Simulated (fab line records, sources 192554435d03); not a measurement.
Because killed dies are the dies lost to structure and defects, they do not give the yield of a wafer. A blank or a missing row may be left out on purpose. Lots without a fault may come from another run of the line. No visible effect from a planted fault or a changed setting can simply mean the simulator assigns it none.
Matching of chambers + flow n5 finfet + N5_STI_FIN_REVEAL_ETCH_34 on rie si-02: 4 sister chambers
The step etches Si in H2, material Si, target depth 0.97 nm. 18 wafers are shown with their chamber, then 9 later ones without.

WAFERS, EACH WITH ITS CHAMBER
| wafer  | chamber | throttle valve pct (%) | drypump motor current A (A) | oes product au (a.u.) |
|--------|---------|------------------------|-----------------------------|-----------------------|
| L074.1 | 3       | 25.5                   | 5.8                         | 0.969                 |
| L074.5 | 1       | 26.0                   | 5.2                         | 1.001                 |
| L074.6 | 2       | 26.1                   | 5.2                         | 0.992                 |
| L075.2 | 1       | 25.9                   | 5.3                         | 0.988                 |
| L075.5 | 3       | 25.5                   | 5.8                         | 0.963                 |
| L075.6 | 2       | 26.1                   | 5.1                         | 0.987                 |
| L076.4 | 2       | 26.1                   | 5.2                         | 0.988                 |
| L076.5 | 2       | 26.1                   | 5.1                         | 0.985                 |
| L076.6 | 1       | 25.9                   | 5.3                         | 1.005                 |
| L078.4 | 0       | 26.4                   | 5.2                         | 0.985                 |
| L078.5 | 1       | 25.9                   | 5.2                         | 0.988                 |
| L078.6 | 0       | 26.4                   | 5.1                         | 0.991                 |
| L079.1 | 2       | 26.1                   | 5.2                         | 0.982                 |
| L079.3 | 3       | 25.5                   | 5.8                         | 0.968                 |
| L079.4 | 1       | 25.9                   | 5.3                         | 1.000                 |
| L084.1 | 2       | 26.1                   | 5.2                         | 0.979                 |
| L084.4 | 3       | 25.5                   | 5.8                         | 0.976                 |
| L084.6 | 3       | 25.5                   | 5.8                         | 0.969                 |

SIGNATURES, as means of the wafers listed above
| reading                 | chamber 0 | chamber 1 | chamber 2 | chamber 3 | scatter within a chamber |
|-------------------------|-----------|-----------|-----------|-----------|--------------------------|
| throttle valve pct      | 26.400    | 25.920    | 26.100    | 25.500    | 0.0239                   |
| drypump motor current A | 5.150     | 5.260     | 5.167     | 5.800     | 0.0465                   |
| oes product au          | 0.98800   | 0.99640   | 0.98550   | 0.96900   | 0.00572                  |
Rule: a wafer's distance from a chamber is the root of the sum, over the readings, of the square of ((its reading less the chamber's mean) divided by the reading's scatter). The wafer belongs to the nearest chamber; if the next one is less than 2 further off, it can't be placed. The scatter: take each reading less its chamber's mean, square it, sum over the shown wafers, divide by the number of wafers less the number of chambers, and take the root.

WAFERS WITH NO CHAMBER GIVEN
| wafer  | throttle valve pct (%) | drypump motor current A (A) | oes product au (a.u.) |
|--------|------------------------|-----------------------------|-----------------------|
| L086.1 | 26.4                   | 5.1                         | 0.995                 |
| L086.2 | 25.5                   | 5.8                         | 0.971                 |
| L086.3 | 25.9                   | 5.3                         | 0.992                 |
| L090.1 | 25.6                   | 5.8                         | 0.971                 |
| L090.2 | 25.9                   | 5.3                         | 0.992                 |
| L090.6 | 25.9                   | 5.3                         | 0.989                 |
| L094.2 | 25.6                   | 5.8                         | 0.985                 |
| L094.3 | 26.1                   | 5.2                         | 0.995                 |
| L094.5 | 26.4                   | 5.1                         | 0.994                 |

WHICH CHAMBER EACH WENT THROUGH
| wafer  | from the rows above | in truth |
|--------|---------------------|----------|
| L086.1 | 0                   | 0        |
| L086.2 | 3                   | 3        |
| L086.3 | 1                   | 1        |
| L090.1 | 3                   | 3        |
| L090.2 | 1                   | 1        |
| L090.6 | 1                   | 1        |
| L094.2 | 3                   | 3        |
| L094.3 | 2                   | 2        |
| L094.5 | 0                   | 0        |
Placed correctly: 9 of 9. Left unplaced by these rows: 0. Number placed wrongly: 0.
